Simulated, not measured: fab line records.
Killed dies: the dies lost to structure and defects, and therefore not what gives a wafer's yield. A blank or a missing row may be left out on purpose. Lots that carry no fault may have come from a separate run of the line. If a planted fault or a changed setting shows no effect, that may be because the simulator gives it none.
Lot-split experiment / flow n5 finfet / on a route of 1938 steps: 7 lots, 21 wafers read

ABOUT THE SPLIT
At N5_BEOL_M14_TRENCH_ETCH_34 (etches SiO2 in C4F8/O2/Ar, target depth 556.65 nm, time 126.9 s), the setting time s was moved away from the recipe's 126.9 s on 11 of the 21 wafers read, by -21.3% to +16.3%. All remaining wafers had this setting at the recipe value.

FROM THE SPLIT TO THE READING: what the file shows between them, 12 steps
- N5_BEOL_M14_STRIP_70: strips in C4F8/O2/Ar
- N5_BEOL_M14_OCD_MEAS_35
- N5_BEOL_M14_STRIP_37: strips in O2
- N5_BEOL_M14_ETCH_38: etches SiCN in CF4/N2, target depth 106.5 nm, time 120.6 s
- N5_BEOL_M14_PRECLEAN_39: cleans in residue remover, time 60 s
- N5_BEOL_M14_SRD_40: time 30 s, dry time 30 s
- N5_BEOL_M14_ECD_47: material Cu, target thk 1248 nm
- N5_BEOL_M14_ANNEAL_48: time 90 s
- N5_BEOL_M14_CMP_49: polishes, stops on SiO2, t overpolish 5.2 s, target thk 560 nm
- N5_BEOL_M14_THK_MEAS_50: measures by xrf
- N5_BEOL_M14_PRE_CLEAN_52: time 15 s
- N5_BEOL_M14_DEP_53: deposits SiCN from 3MS/NH3, target thk 50 nm, time 17.8 s

THE READING
M14_RS in ohm/sq, measured at N5_BEOL_M14_RS_MEAS_54 by four-point-probe. Fault-free wafers of this fab line usually give 0.0336 ohm/sq, standard deviation 0.0013 ohm/sq.

wafer=L075.1; tool, chamber at the split=rie diel-01, 0; time s as run, s=99.91; against the recipe=-21.3%; M14_RS, ohm/sq=0.0431; against lot-mates on the recipe=+0.0095
wafer=L075.2; tool, chamber at the split=rie diel-01, 1; time s as run, s=126.9; against the recipe=recipe; M14_RS, ohm/sq=0.0336; against lot-mates on the recipe=-
wafer=L075.4; tool, chamber at the split=rie diel-01, 3; time s as run, s=99.91; against the recipe=-21.3%; M14_RS, ohm/sq=0.0447; against lot-mates on the recipe=+0.0111
wafer=L082.2; tool, chamber at the split=rie diel-03, 1; time s as run, s=126.9; against the recipe=recipe; M14_RS, ohm/sq=0.0323; against lot-mates on the recipe=-
wafer=L082.3; tool, chamber at the split=rie diel-03, 3; time s as run, s=137.7; against the recipe=+8.5%; M14_RS, ohm/sq=0.0304; against lot-mates on the recipe=-0.0019
wafer=L082.5; tool, chamber at the split=rie diel-03, 1; time s as run, s=137.7; against the recipe=+8.5%; M14_RS, ohm/sq=0.0294; against lot-mates on the recipe=-0.0029
wafer=L085.4; tool, chamber at the split=rie diel-01, 0; time s as run, s=118.6; against the recipe=-6.5%; M14_RS, ohm/sq=0.0346; against lot-mates on the recipe=+0.0002
wafer=L085.5; tool, chamber at the split=rie diel-01, 3; time s as run, s=126.9; against the recipe=recipe; M14_RS, ohm/sq=0.0344; against lot-mates on the recipe=-
wafer=L085.6; tool, chamber at the split=rie diel-01, 0; time s as run, s=118.6; against the recipe=-6.5%; M14_RS, ohm/sq=0.0351; against lot-mates on the recipe=+0.0007
wafer=L086.2; tool, chamber at the split=rie diel-03, 0; time s as run, s=126.9; against the recipe=recipe; M14_RS, ohm/sq=0.0345; against lot-mates on the recipe=-
wafer=L086.3; tool, chamber at the split=rie diel-03, 2; time s as run, s=142.8; against the recipe=+12.5%; M14_RS, ohm/sq=0.0298; against lot-mates on the recipe=-0.0047
wafer=L086.4; tool, chamber at the split=rie diel-03, 1; time s as run, s=142.8; against the recipe=+12.5%; M14_RS, ohm/sq=0.0285; against lot-mates on the recipe=-0.0060
wafer=L087.1; tool, chamber at the split=rie diel-01, 3; time s as run, s=126.9; against the recipe=recipe; M14_RS, ohm/sq=0.0357; against lot-mates on the recipe=-
wafer=L087.2; tool, chamber at the split=rie diel-01, 0; time s as run, s=126.9; against the recipe=recipe; M14_RS, ohm/sq=0.0325; against lot-mates on the recipe=-
wafer=L087.6; tool, chamber at the split=rie diel-01, 0; time s as run, s=135; against the recipe=+6.4%; M14_RS, ohm/sq=0.0305; against lot-mates on the recipe=-0.0036
wafer=L089.1; tool, chamber at the split=rie diel-01, 0; time s as run, s=126.9; against the recipe=recipe; M14_RS, ohm/sq=0.0324; against lot-mates on the recipe=-
wafer=L089.2; tool, chamber at the split=rie diel-01, 3; time s as run, s=126.9; against the recipe=recipe; M14_RS, ohm/sq=0.0348; against lot-mates on the recipe=-
wafer=L089.4; tool, chamber at the split=rie diel-01, 1; time s as run, s=126.9; against the recipe=recipe; M14_RS, ohm/sq=0.0337; against lot-mates on the recipe=-
wafer=L091.1; tool, chamber at the split=rie diel-01, 0; time s as run, s=126.9; against the recipe=recipe; M14_RS, ohm/sq=0.0320; against lot-mates on the recipe=-
wafer=L091.4; tool, chamber at the split=rie diel-01, 1; time s as run, s=147.6; against the recipe=+16.3%; M14_RS, ohm/sq=0.0287; against lot-mates on the recipe=-0.0033
wafer=L091.6; tool, chamber at the split=rie diel-01, 0; time s as run, s=147.6; against the recipe=+16.3%; M14_RS, ohm/sq=0.0277; against lot-mates on the recipe=-0.0043

FIT RESULTS
A straight line over all 21 wafers: M14_RS changes by -0.00041 ohm/sq for each +1% of time s; r = -0.96; the points scatter about the line by 0.0013 ohm/sq.
The same after taking each lot's own level away (the mean of its wafers on the recipe; 21 wafers): -0.000381 ohm/sq for each +1%; r = -0.93; scatter 0.0015 ohm/sq.
On that fit, the largest move of time s shifts the reading by 0.0081 ohm/sq.
Across the lots, their own levels run from 0.03200 to 0.03450 ohm/sq, a range of 1.9 times the standard deviation given above.
Consequently the slope shifts little with the lot-to-lot level, the two slopes agreeing.
Check: +0.00782 ohm/sq against its lot-mates is what the line predicts for one of the wafers moved furthest among these (-21.3%) when that wafer is left out of the fit. Against them it came out at +0.0095 ohm/sq.

THE WHOLE CHAIN: every reading that the file lists as answering this split, in the file's order
step=N5_BEOL_M14_TRENCH_ETCH_34; what it does=etches SiO2 in C4F8/O2/Ar, target depth 556.65 nm, time 126.9 s; reading=etch.depth nm (the simulator's own value, which no gauge read); change (the file's fit)=+5.9 nm for each +1% of the setting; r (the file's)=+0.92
step=N5_BEOL_M14_OCD_MEAS_35; what it does=; reading=trench depth nm; change (the file's fit)=+5.9 nm for each +1% of the setting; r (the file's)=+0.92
step=N5_BEOL_M14_CMP_49; what it does=polishes, stops on SiO2, t overpolish 5.2 s, target thk 560 nm; reading=Cu_of_BEOL_M14_ECD_47.thk nm (the simulator's own value, which no gauge read); change (the file's fit)=+5.83 nm for each +1% of the setting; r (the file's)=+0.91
step=N5_BEOL_M14_THK_MEAS_50; what it does=measures by xrf; reading=M14_THK; change (the file's fit)=+5.94 for each +1% of the setting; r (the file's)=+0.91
step=N5_BEOL_M14_RS_MEAS_54; what it does=measures by four-point-probe; reading=M14_RS; change (the file's fit)=-0.000381 for each +1% of the setting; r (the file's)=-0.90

THE FILE'S OWN FIT
M14_RS changes by -0.000381 ohm/sq for each +1% of time s, r = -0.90.
